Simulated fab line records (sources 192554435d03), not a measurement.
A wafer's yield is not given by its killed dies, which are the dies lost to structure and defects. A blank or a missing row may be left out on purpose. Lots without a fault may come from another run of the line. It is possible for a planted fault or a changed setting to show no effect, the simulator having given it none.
Chamber matching ; flow n5-finfet ; 4 sister chambers for N5_BEOL_M9_DESCUM_16 on rie-diel-03
The step chemistry O2, time 7.9 s. 7 wafers are shown with their chamber, then 8 later ones without.

## WAFERS PAIRED WITH THEIR CHAMBERS
wafer;chamber;showerhead-plenum-p-Torr (Torr);drypump-motor-current-A (A)
L083.1;2;2.05;5.3
L083.6;0;2.06;5.1
L084.6;1;2.23;5.4
L086.2;0;2.06;5.1
L086.3;3;2.13;6.4
L086.4;3;2.13;6.3
L092.1;1;2.22;5.4

## WAFERS WHOSE CHAMBER IS MISSING
wafer;showerhead-plenum-p-Torr (Torr);drypump-motor-current-A (A)
L092.2;2.12;6.4
L092.3;2.05;5.1
L094.3;2.12;6.4
L094.4;2.22;5.4
L094.6;2.05;5.1
L097.2;2.22;5.4
L097.3;2.12;6.4
L097.5;2.05;5.1

## THE CHAMBER EACH PASSED THROUGH
wafer;from the rows above;in truth
L092.2;3;3
L092.3;0;0
L094.3;3;3
L094.4;1;1
L094.6;0;0
L097.2;1;1
L097.3;3;3
L097.5;0;0
Placed correctly: 8 of 8. Number that these rows cannot place: 0. 0 placed wrongly.
How it was worked out, from the rows above alone: a wafer's distance from a chamber is the root of the sum, over the readings, of the square of ((its reading less the chamber's mean) divided by the reading's scatter). If the next closest chamber is less than 2 further off than the closest, the wafer can't be placed; otherwise it belongs to the closest. The mean given for a chamber averages the wafers shown for that chamber. The scatter is the square root of a quotient: the sum, over the shown wafers, of each reading's squared deviation from its chamber's mean, divided by wafers minus chambers.
